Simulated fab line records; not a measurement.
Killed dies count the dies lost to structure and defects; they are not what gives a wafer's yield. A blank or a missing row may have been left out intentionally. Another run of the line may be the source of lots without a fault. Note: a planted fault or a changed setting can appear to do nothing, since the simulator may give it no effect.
Matching of chambers    flow n5_finfet    4 sister chambers for N5_FIN_SAQP_ETCH_65 on rie_si-04
The step etches SiO2 in CF4, target depth 4 nm, time 4.4 s. 4 wafers are shown with their chamber, then 10 later ones without.

## EACH WAFER AND ITS CHAMBER
wafer   chamber  throttle_valve_pct (%)
L088.1  0        21.68
L088.3  3        21.92
L088.4  2        21.68
L090.5  1        21.53

## WAFERS WHOSE CHAMBER IS MISSING
wafer   throttle_valve_pct (%)
L090.6  21.68
L091.2  21.68
L091.5  21.68
L091.6  21.51
L092.1  21.69
L092.4  21.67
L092.6  21.54
L095.1  21.69
L095.2  21.91
L095.4  21.53

## WHICH CHAMBER EACH ONE RAN IN
wafer   from the rows above      in truth
L090.6  can't be placed: 0 or 2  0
L091.2  can't be placed: 0 or 2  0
L091.5  can't be placed: 0 or 2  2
L091.6  1                        1
L092.1  can't be placed: 0 or 2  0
L092.4  can't be placed: 0 or 2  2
L092.6  1                        1
L095.1  can't be placed: 0 or 2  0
L095.2  3                        3
L095.4  1                        1
Correctly placed: 4 of 10. Can't be placed from these rows: 6 (the true chamber is among the candidates in 6). Number placed wrongly: 0.
How it was worked out, from the rows above alone: a wafer's distance from a chamber is the root of the sum, over the readings, of the square of ((its reading less the chamber's mean) divided by the reading's scatter). If the next closest chamber is less than 2 further off than the closest, the wafer can't be placed; otherwise it belongs to the closest. For every chamber, the mean is computed from those of its wafers that are shown. The scatter (one wafer shown for each chamber): square how far every hidden wafer sits from the nearest shown wafer, average those squares and take the square root.
